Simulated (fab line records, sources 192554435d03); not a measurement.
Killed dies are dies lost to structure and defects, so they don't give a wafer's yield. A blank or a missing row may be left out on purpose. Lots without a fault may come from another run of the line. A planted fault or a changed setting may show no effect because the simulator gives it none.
Chamber matching | flow n5_finfet | N5_MOL_CONTACT_COAG_DESCUM_13 on rie_diel-02: 4 sister chambers
The step chemistry O2, time 7 s. 4 wafers are shown with their chamber, then 10 later ones without.

WAFERS WITH THEIR CHAMBER
wafer  | chamber | showerhead_plenum_p_Torr (Torr)
L081.1 | 3       | 2.07
L082.5 | 2       | 2.18
L084.2 | 1       | 2.22
L084.4 | 0       | 2.09

WAFERS WITHOUT THEIR CHAMBER
wafer  | showerhead_plenum_p_Torr (Torr)
L084.5 | 2.18
L086.1 | 2.18
L086.2 | 2.09
L086.3 | 2.06
L090.3 | 2.06
L090.4 | 2.21
L090.5 | 2.06
L094.1 | 2.06
L094.3 | 2.21
L094.4 | 2.17

WHICH CHAMBER EACH WENT THROUGH
wafer  | from the rows above | in truth
L084.5 | 2                   | 2
L086.1 | 2                   | 2
L086.2 | 0                   | 0
L086.3 | 3                   | 3
L090.3 | 3                   | 3
L090.4 | 1                   | 1
L090.5 | 3                   | 3
L094.1 | 3                   | 3
L094.3 | 1                   | 1
L094.4 | 2                   | 2
Placed correctly: 10 of 10. Can't be placed from these rows: 0. Placed wrongly: 0.
How it was worked out, from the rows above alone: a wafer's distance from a chamber is the root of the sum, over the readings, of the square of ((its reading less the chamber's mean) divided by the reading's scatter). The wafer belongs to the nearest chamber; if the next one is less than 2 further off, it can't be placed. A chamber's mean is the mean of its shown wafers. The scatter: with one shown wafer a chamber, the root of the mean of the squares of how far each hidden wafer lies from its nearest shown one.
